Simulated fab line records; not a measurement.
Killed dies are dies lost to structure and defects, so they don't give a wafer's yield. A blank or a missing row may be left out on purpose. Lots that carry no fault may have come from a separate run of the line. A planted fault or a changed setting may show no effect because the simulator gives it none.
Matching of chambers / flow nand-harc / NHARC_A_STAIRCASE_DEP_471 on pecvd-04 has 3 sister chambers
The step deposits SiO2, target thk 100 nm. 3 wafers are shown with their chamber, then 12 later ones without.

## EACH WAFER AND ITS CHAMBER
wafer=L092.1; chamber=1; throttle-valve-pct (%)=14.9
wafer=L092.3; chamber=2; throttle-valve-pct (%)=16.5
wafer=L092.4; chamber=0; throttle-valve-pct (%)=15.1

## WAFERS WITHOUT THEIR CHAMBER
wafer=L093.1; throttle-valve-pct (%)=15.0
wafer=L093.3; throttle-valve-pct (%)=16.5
wafer=L093.4; throttle-valve-pct (%)=14.8
wafer=L094.1; throttle-valve-pct (%)=16.5
wafer=L094.3; throttle-valve-pct (%)=14.8
wafer=L094.6; throttle-valve-pct (%)=15.0
wafer=L095.3; throttle-valve-pct (%)=15.2
wafer=L095.5; throttle-valve-pct (%)=14.7
wafer=L095.6; throttle-valve-pct (%)=15.1
wafer=L097.1; throttle-valve-pct (%)=16.7
wafer=L097.3; throttle-valve-pct (%)=14.8
wafer=L097.4; throttle-valve-pct (%)=14.9

## THE CHAMBER EACH PASSED THROUGH
wafer=L093.1; from the rows above=can't be placed: 0 or 1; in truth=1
wafer=L093.3; from the rows above=2; in truth=2
wafer=L093.4; from the rows above=can't be placed: 1 or 0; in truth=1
wafer=L094.1; from the rows above=2; in truth=2
wafer=L094.3; from the rows above=can't be placed: 1 or 0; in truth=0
wafer=L094.6; from the rows above=can't be placed: 0 or 1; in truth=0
wafer=L095.3; from the rows above=can't be placed: 0 or 1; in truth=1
wafer=L095.5; from the rows above=can't be placed: 1 or 0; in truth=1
wafer=L095.6; from the rows above=can't be placed: 0 or 1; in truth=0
wafer=L097.1; from the rows above=2; in truth=2
wafer=L097.3; from the rows above=can't be placed: 1 or 0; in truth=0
wafer=L097.4; from the rows above=can't be placed: 1 or 0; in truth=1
Placed correctly: 3 of 12. Can't be placed from these rows: 9 (the true chamber is among the candidates in 9). 0 placed wrongly.
How it was worked out, from the rows above alone: a wafer's distance from a chamber is the root of the sum, over the readings, of the square of ((its reading less the chamber's mean) divided by the reading's scatter). The wafer belongs to the nearest chamber; if the next one is less than 2 further off, it can't be placed. The mean given for a chamber averages the wafers shown for that chamber. The scatter: root of mean squared gap, hidden wafer to nearest shown wafer, with one shown wafer a chamber.
